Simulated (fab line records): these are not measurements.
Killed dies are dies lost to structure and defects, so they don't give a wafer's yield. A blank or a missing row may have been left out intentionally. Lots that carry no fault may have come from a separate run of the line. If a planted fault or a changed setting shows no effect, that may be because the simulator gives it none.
fab line records + flow nand-harc + part 2 of 2: steps 15 to 15 of 15
record:
- lots: 7
- wafers: 21
- last-day: 33
route steps=1302 shown P_GATE@143 END@1302
lots that met no fault: taken from a fault-free run of the same line
start-h: the number of hours between the record's first day and the start of the first shown wafer of the lot + wait-h: hours elapsed since this lot's preceding step + " unchanged from the row above + L1.1+2: several wafers, shown together as one row + - no value, or no start was given + * or withheld: withheld + < > ~ a bound
route shown NAME@n: NAME is a module with steps in the file, n the number in the route of the first one + usual: the fault-free wafers' mean and standard deviation + same: alike in all rows + chamber/n: place in a boat + sites: readings site by site + _std_site: their standard deviation + _edge_site: the outer-site mean with the inner-site mean subtracted + radius-mm: how far each site lies from the wafer's centre + mask NAME#n: copy n + behind: tool/chamber where the wafer was last shaped + hold: why the lot was held/for how many hours/how that ended + device: transistor that didn't switch, given as n, p or np + end of line: the route-end tests of the same wafers + step lacking rows: just its recipe + killed: dies that structure and defects cost at the first sort, which is not the same as the wafer's yield + map: dies across one wafer; x = killed, . = not, _ = none there
set.NAME: setting as actually run; set.NAME@STEP: the setting as run at that earlier step + model.NAME: the simulator's own value behind a step, which no gauge read
lots at selected steps of the route; one table per step, one row per wafer
services: when a tool's chamber went out of use (start-h, in hours from the record's first day, below 0 if earlier), for how many hours, and the reason
== steps ==
step: NHARC_END_SORT_01
recipe:
- temp-c: 25
usual:
- killed-at-array: 55/20
- killed-at-other: 0.7/0.96
- killed-at-periphery: 4.1/2.4
- killed-dies: 60/20
- killed-open: 3.3/1.9
- killed-short: 2.8/1.6
same:
- gross-dies: 677
| lot.wafer | tool      | chamber | start-h | wait-h | hold                   | killed-at-array | killed-at-other | killed-at-periphery | killed-dies | killed-open | killed-short |
|-----------|-----------|---------|---------|--------|------------------------|-----------------|-----------------|---------------------|-------------|-------------|--------------|
| L866.1    | prober-01 | 0       | 621.16  | 2.5    | -                      | 62              | 0               | 2                   | 64          | 5           | 4            |
| L866.2    | prober-01 | 0       | 621.93  | 2.8    | -                      | 60              | 0               | 4                   | 64          | 1           | 0            |
| L866.4    | prober-01 | 0       | 623.49  | 3.3    | -                      | 73              | 0               | 3                   | 76          | 5           | 5            |
| L870.1    | prober-02 | 0       | 654.58  | 2.5    | await-dispo/1.3h/scrap | 43              | 0               | 634                 | 677         | 0           | 2            |
| L870.2    | prober-02 | 0       | 655.39  | 2.8    | await-dispo/1.3h/scrap | 49              | 1               | 627                 | 677         | 6           | 3            |
| L870.4    | prober-02 | 0       | 657.01  | 3.4    | await-dispo/1.3h/scrap | 45              | 0               | 632                 | 677         | 4           | 1            |
| L869.3    | prober-01 | 0       | 663.90  | 3.1    | -                      | 28              | 0               | 6                   | 34          | 3           | 3            |
| L869.4    | prober-01 | 0       | 664.69  | 3.4    | -                      | 38              | 0               | 7                   | 45          | 5           | 3            |
| L869.6    | prober-01 | 0       | 666.28  | 4.0    | -                      | 42              | 0               | 5                   | 47          | 5           | 9            |
| L871.1    | prober-02 | 0       | 671.21  | 2.5    | await-dispo/2.3h/scrap | 28              | 0               | 649                 | 677         | 2           | 1            |
| L871.2    | prober-02 | 0       | 672.00  | 2.8    | await-dispo/2.3h/scrap | 40              | 1               | 636                 | 677         | 2           | 7            |
| L871.4    | prober-02 | 0       | 673.59  | 3.4    | await-dispo/2.3h/scrap | 29              | 0               | 648                 | 677         | 1           | 2            |
| L872.1    | prober-01 | 0       | 690.12  | 2.5    | await-dispo/6.8h/scrap | 52              | 1               | 624                 | 677         | 1           | 4            |
| L872.4    | prober-01 | 0       | 692.53  | 3.4    | await-dispo/6.8h/scrap | 47              | 1               | 629                 | 677         | 4           | 1            |
| L872.5    | prober-01 | 0       | 693.33  | 3.7    | await-dispo/6.8h/scrap | 68              | 0               | 609                 | 677         | 3           | 4            |
| L882.2    | prober-01 | 0       | 783.52  | 2.8    | -                      | 93              | 0               | 3                   | 96          | 3           | 3            |
| L882.5    | prober-01 | 0       | 785.92  | 3.7    | -                      | 50              | 1               | 5                   | 56          | 4           | 3            |
| L882.6    | prober-01 | 0       | 786.73  | 4.0    | -                      | 70              | 1               | 6                   | 77          | 3           | 6            |
| L881.2    | prober-02 | 0       | 783.56  | 2.8    | -                      | 45              | 0               | 3                   | 48          | 4           | 4            |
| L881.3    | prober-02 | 0       | 784.37  | 3.1    | -                      | 39              | 0               | 3                   | 42          | 2           | 2            |
| L881.6    | prober-02 | 0       | 786.78  | 4.0    | -                      | 50              | 0               | 3                   | 53          | 3           | 6            |
killed by level:class
L866.1 A_CHANNEL_HOLE_D2:chamber-film-flake=29 A_SLIT:chamber-film-flake=19 A_CHANNEL_HOLE_D1:chamber-film-flake=3 A_DECK1_JOINT:geometric-particle:short=2 A_CHANNEL_FILL_D2:geometric-particle:open=2 A_CONTACT:geometric-particle:open=2 P_M0:geometric-particle:open=1 A_CHANNEL_FILL_D1:geometric-particle:short=1
L866.2 A_CHANNEL_HOLE_D2:chamber-film-flake=24 A_SLIT:chamber-film-flake=23 A_STAIRCASE:chamber-film-flake=4 A_CONTACT:chamber-film-flake=3 P_ZERO_WELL:chamber-film-flake=2 P_BONDPAD:chamber-film-flake=2 A_CHANNEL_HOLE_D1:chamber-film-flake=2 A_CHANNEL_FILL_D1:geometric-particle:open=1
L866.4 A_SLIT:chamber-film-flake=29 A_CHANNEL_HOLE_D2:chamber-film-flake=26 A_WL_FILL:geometric-particle:open=2 P_BONDPAD:chamber-film-flake=2 A_WL_FILL:chamber-film-flake=2 A_CONTACT:chamber-film-flake=2 A_ONON_D1:geometric-particle:open=1 A_CHANNEL_HOLE_D1:geometric-particle:short=1
L870.1 P_GATE:area-ald=629 A_SLIT:chamber-film-flake=26 P_M2:chamber-film-flake=4 A_DECK1_JOINT:chamber-film-flake=4 A_CONTACT:chamber-film-flake=4 A_CHANNEL_HOLE_D1:chamber-film-flake=3 A_DECK1_JOINT:geometric-particle:short=1 A_SGD_CUT:geometric-particle:short=1
L870.2 P_GATE:area-ald=618 A_SLIT:chamber-film-flake=24 A_CHANNEL_HOLE_D1:chamber-film-flake=8 A_CONTACT:chamber-film-flake=7 P_M2:chamber-film-flake=4 P_CONTACT:geometric-particle:open=2 P_BONDPAD:chamber-film-flake=2 A_SOURCE_PLATE:geometric-particle:open=1
L870.4 P_GATE:area-ald=623 A_SLIT:chamber-film-flake=31 P_M2:chamber-film-flake=5 A_CONTACT:chamber-film-flake=4 A_CHANNEL_HOLE_D1:chamber-film-flake=3 P_BONDPAD:chamber-film-flake=2 A_DECK1_JOINT:chamber-film-flake=2 P_CONTACT:geometric-particle:open=1
L869.3 A_CHANNEL_HOLE_D2:chamber-film-flake=10 A_CHANNEL_HOLE_D1:chamber-film-flake=5 P_M2:chamber-film-flake=3 A_CHANNEL_FILL_D1:chamber-film-flake=2 A_CHANNEL_FILL_D2:chamber-film-flake=2 A_STAIRCASE:chamber-film-flake=2 A_CONTACT:chamber-film-flake=2 P_CONTACT:geometric-particle:short=1
L869.4 A_CHANNEL_HOLE_D2:chamber-film-flake=15 A_CONTACT:chamber-film-flake=5 A_STAIRCASE:chamber-film-flake=5 A_CHANNEL_HOLE_D1:chamber-film-flake=4 P_M2:chamber-film-flake=3 A_CHANNEL_FILL_D2:geometric-particle:open=2 P_STI:chamber-film-flake=2 P_M0:geometric-particle:short=1
L869.6 A_CHANNEL_HOLE_D2:chamber-film-flake=14 A_CHANNEL_HOLE_D1:chamber-film-flake=9 A_STAIRCASE:chamber-film-flake=3 A_CONTACT:chamber-film-flake=3 P_M1:geometric-particle:short=2 A_CHANNEL_FILL_D1:geometric-particle:short=2 A_CHANNEL_FILL_D2:geometric-particle:open=2 A_WL_FILL:geometric-particle:short=2
L871.1 P_GATE:area-ald=645 A_CHANNEL_HOLE_D2:chamber-film-flake=16 A_CHANNEL_HOLE_D1:chamber-film-flake=5 P_GATE:chamber-film-flake=2 A_SLIT:chamber-film-flake=2 A_M1:chamber-film-flake=2 P_CONTACT:geometric-particle:short=1 P_M0:geometric-particle:open=1
L871.2 P_GATE:area-ald=626 A_CHANNEL_HOLE_D2:chamber-film-flake=19 A_CHANNEL_HOLE_D1:chamber-film-flake=4 A_SLIT:chamber-film-flake=4 A_WL_FILL:geometric-particle:short=3 P_M2:chamber-film-flake=3 P_BONDPAD:chamber-film-flake=3 A_CONTACT:chamber-film-flake=3
L871.4 P_GATE:area-ald=640 A_CHANNEL_HOLE_D2:chamber-film-flake=13 A_CHANNEL_HOLE_D1:chamber-film-flake=5 A_SLIT:chamber-film-flake=4 P_GATE:chamber-film-flake=3 A_CONTACT:chamber-film-flake=3 P_BONDPAD:chamber-film-flake=2 P_CONTACT:geometric-particle:open=1
L872.1 P_GATE:area-ald=617 A_CHANNEL_HOLE_D1:chamber-film-flake=29 A_SLIT:chamber-film-flake=6 A_CONTACT:chamber-film-flake=6 P_GATE:chamber-film-flake=4 A_WL_FILL:chamber-film-flake=3 A_CHANNEL_HOLE_D2:chamber-film-flake=2 P_CONTACT:geometric-particle:short=1
L872.4 P_GATE:area-ald=623 A_CHANNEL_HOLE_D1:chamber-film-flake=27 A_CONTACT:chamber-film-flake=9 A_CHANNEL_HOLE_D2:chamber-film-flake=4 P_CONTACT:chamber-film-flake=3 A_M0:geometric-particle:open=2 P_GATE:chamber-film-flake=2 A_WL_FILL:chamber-film-flake=2
L872.5 P_GATE:area-ald=605 A_CHANNEL_HOLE_D1:chamber-film-flake=30 A_CONTACT:chamber-film-flake=10 A_SLIT:chamber-film-flake=8 A_WL_FILL:chamber-film-flake=5 A_CHANNEL_HOLE_D2:chamber-film-flake=4 A_STAIRCASE:chamber-film-flake=4 A_CHANNEL_HOLE_D2:geometric-particle:short=2
L882.2 A_CHANNEL_HOLE_D2:chamber-film-flake=37 A_SLIT:chamber-film-flake=28 A_CONTACT:chamber-film-flake=13 A_STAIRCASE:chamber-film-flake=5 P_ZERO_WELL:chamber-film-flake=2 A_WL_FILL:chamber-film-flake=2 A_WL_FILL:geometric-particle:open=1 A_ONON_D1:geometric-particle:open=1
L881.2 A_CHANNEL_HOLE_D1:chamber-film-flake=23 A_SLIT:chamber-film-flake=5 A_CHANNEL_FILL_D2:chamber-film-flake=4 A_CONTACT:chamber-film-flake=4 P_CONTACT:geometric-particle:open=2 A_ONON_D2:geometric-particle:short=2 A_CHANNEL_HOLE_D2:chamber-film-flake=2 A_CHANNEL_FILL_D1:geometric-particle:short=1
L881.3 A_CHANNEL_HOLE_D1:chamber-film-flake=17 A_SLIT:chamber-film-flake=6 A_CONTACT:chamber-film-flake=6 P_ZERO_WELL:chamber-film-flake=2 A_CHANNEL_HOLE_D2:chamber-film-flake=2 A_CHANNEL_FILL_D2:chamber-film-flake=2 P_GATE:geometric-particle:open=1 A_SOURCE_PLATE:geometric-particle:open=1
L882.5 A_CHANNEL_HOLE_D2:chamber-film-flake=16 A_SLIT:chamber-film-flake=16 A_CONTACT:chamber-film-flake=5 A_WL_FILL:geometric-particle:open=2 P_M2:chamber-film-flake=2 P_ZERO_WELL:geometric-particle:open=1 A_SOURCE_PLATE:geometric-particle:short=1 A_DECK1_JOINT:geometric-particle:short=1
L882.6 A_CHANNEL_HOLE_D2:chamber-film-flake=34 A_SLIT:chamber-film-flake=19 A_CONTACT:chamber-film-flake=5 P_ZERO_WELL:chamber-film-flake=4 A_STAIRCASE:chamber-film-flake=4 P_GATE:geometric-particle:short=1 P_GATE:geometric-particle:open=1 A_SOURCE_PLATE:geometric-particle:open=1
L881.6 A_CHANNEL_HOLE_D1:chamber-film-flake=18 A_SLIT:chamber-film-flake=8 A_CONTACT:chamber-film-flake=6 A_STAIRCASE:chamber-film-flake=3 A_M1:chamber-film-flake=3 A_ONON_D2:geometric-particle:short=2 A_CHANNEL_FILL_D2:chamber-film-flake=2 P_M0:geometric-particle:open=1
map L870.1 (x killed, . not)
____________x____________
_________xxxxxxx_________
_______xxxxxxxxxxx_______
______xxxxxxxxxxxxx______
_____xxxxxxxxxxxxxxx_____
____xxxxxxxxxxxxxxxxx____
____xxxxxxxxxxxxxxxxx____
___xxxxxxxxxxxxxxxxxxx___
___xxxxxxxxxxxxxxxxxxx___
__xxxxxxxxxxxxxxxxxxxxx__
__xxxxxxxxxxxxxxxxxxxxx__
_xxxxxxxxxxxxxxxxxxxxxxx_
_xxxxxxxxxxxxxxxxxxxxxxx_
_xxxxxxxxxxxxxxxxxxxxxxx_
_xxxxxxxxxxxxxxxxxxxxxxx_
_xxxxxxxxxxxxxxxxxxxxxxx_
xxxxxxxxxxxxxxxxxxxxxxxxx
xxxxxxxxxxxxxxxxxxxxxxxxx
xxxxxxxxxxxxxxxxxxxxxxxxx
xxxxxxxxxxxxxxxxxxxxxxxxx
xxxxxxxxxxxxxxxxxxxxxxxxx
_xxxxxxxxxxxxxxxxxxxxxxx_
_xxxxxxxxxxxxxxxxxxxxxxx_
_xxxxxxxxxxxxxxxxxxxxxxx_
_xxxxxxxxxxxxxxxxxxxxxxx_
_xxxxxxxxxxxxxxxxxxxxxxx_
__xxxxxxxxxxxxxxxxxxxxx__
__xxxxxxxxxxxxxxxxxxxxx__
___xxxxxxxxxxxxxxxxxxx___
___xxxxxxxxxxxxxxxxxxx___
____xxxxxxxxxxxxxxxxx____
____xxxxxxxxxxxxxxxxx____
_____xxxxxxxxxxxxxxx_____
______xxxxxxxxxxxxx______
_______xxxxxxxxxxx_______
_________xxxxxxx_________
____________x____________
map L871.1 (x killed, . not)
____________x____________
_________xxxxxxx_________
_______xxxxxxxxxxx_______
______xxxxxxxxxxxxx______
_____xxxxxxxxxxxxxxx_____
____xxxxxxxxxxxxxxxxx____
____xxxxxxxxxxxxxxxxx____
___xxxxxxxxxxxxxxxxxxx___
___xxxxxxxxxxxxxxxxxxx___
__xxxxxxxxxxxxxxxxxxxxx__
__xxxxxxxxxxxxxxxxxxxxx__
_xxxxxxxxxxxxxxxxxxxxxxx_
_xxxxxxxxxxxxxxxxxxxxxxx_
_xxxxxxxxxxxxxxxxxxxxxxx_
_xxxxxxxxxxxxxxxxxxxxxxx_
_xxxxxxxxxxxxxxxxxxxxxxx_
xxxxxxxxxxxxxxxxxxxxxxxxx
xxxxxxxxxxxxxxxxxxxxxxxxx
xxxxxxxxxxxxxxxxxxxxxxxxx
xxxxxxxxxxxxxxxxxxxxxxxxx
xxxxxxxxxxxxxxxxxxxxxxxxx
_xxxxxxxxxxxxxxxxxxxxxxx_
_xxxxxxxxxxxxxxxxxxxxxxx_
_xxxxxxxxxxxxxxxxxxxxxxx_
_xxxxxxxxxxxxxxxxxxxxxxx_
_xxxxxxxxxxxxxxxxxxxxxxx_
__xxxxxxxxxxxxxxxxxxxxx__
__xxxxxxxxxxxxxxxxxxxxx__
___xxxxxxxxxxxxxxxxxxx___
___xxxxxxxxxxxxxxxxxxx___
____xxxxxxxxxxxxxxxxx____
____xxxxxxxxxxxxxxxxx____
_____xxxxxxxxxxxxxxx_____
______xxxxxxxxxxxxx______
_______xxxxxxxxxxx_______
_________xxxxxxx_________
____________x____________
== services ==
| tool        | chamber | start-h | hours | kind   |
|-------------|---------|---------|-------|--------|
| ald-sin-04  | -       | 142.71  | 1.6   | repair |
| rie-diel-09 | -       | 143.17  | 9.0   | pm     |
| rie-diel-12 | 0       | 149.45  | -     | clean  |
| rie-diel-12 | 1       | 149.45  | -     | clean  |
| rie-diel-12 | 2       | 149.45  | -     | clean  |
| rie-diel-12 | 3       | 149.45  | -     | clean  |
| ald-sin-01  | 0       | 164.64  | 5.0   | repair |
| rie-diel-02 | 3       | 172.30  | 6.0   | repair |
| rie-diel-12 | 0       | 173.95  | -     | clean  |
| rie-diel-12 | 1       | 173.95  | -     | clean  |
| rie-diel-12 | 1       | 190.19  | 8.3   | repair |
| rie-diel-09 | 3       | 190.44  | 5.8   | repair |
| rie-diel-09 | -       | 200.90  | 0.7   | repair |
| rie-diel-12 | 0       | 212.10  | 42.8  | repair |
| ald-sin-01  | -       | 213.44  | 10.0  | pm     |
| rie-diel-02 | -       | 216.82  | 9.0   | pm     |
| rie-diel-12 | -       | 252.16  | 0.4   | repair |
| ald-sin-04  | -       | 254.29  | 10.0  | pm     |
| rie-diel-09 | -       | 260.27  | 0.2   | repair |
| rie-diel-02 | 2       | 261.66  | 1.5   | repair |
| ald-sin-01  | 0       | 263.30  | 23.5  | repair |
| rie-diel-12 | -       | 268.45  | 9.0   | pm     |
| ald-sin-03  | 1       | 276.63  | 6.4   | repair |
| rie-diel-12 | 0       | 301.09  | 3.1   | repair |
== key ==
first-sign:
- step: NHARC_P_GATE_ALD_36
- reading: tool-record
- direction: missing
effect:
- step: NHARC_END_SORT_01
- reading: killed-at-periphery
- direction: up
- sigmas: 99+
- usual: 4.1
- struck: 632
more-kills-born-at:
- NHARC_P_GATE_ALD_36@ald-sin-01: 1911
- NHARC_P_GATE_ALD_36@ald-sin-03: 1869
- NHARC_P_GATE_ALD_36@ald-sin-04: 1845
met-at NHARC_P_GATE_ALD_36
struck-wafers L870.1,L870.2,L870.4,L871.1,L871.2,L871.4,L872.1,L872.4,L872.5
later-rows-left-out L870.1,L870.2,L870.4,L871.1,L871.2,L871.4,L872.1,L872.4,L872.5
tester-left-out L870,L871,L872
onset-between 187.28 200.82
fault:
- kind: skipped-step-whole
- tool: ald-sin-01,ald-sin-03,ald-sin-04
- chamber: -
- onset-h: 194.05
- steps: NHARC_P_GATE_ALD_36
- scope: struck-lots-only
tester-left-out: of these lots the tester's yield and bins aren't shown, on N5 and GAA mostly nor the transistor test; their killed dies are dies lost to structure and defects alone, not to doping, threshold or leakage, so they don't give the yield
later-rows-left-out: the simulator's readings of these wafers behind a module that went badly wrong aren't trusted and aren't shown, but for the sort
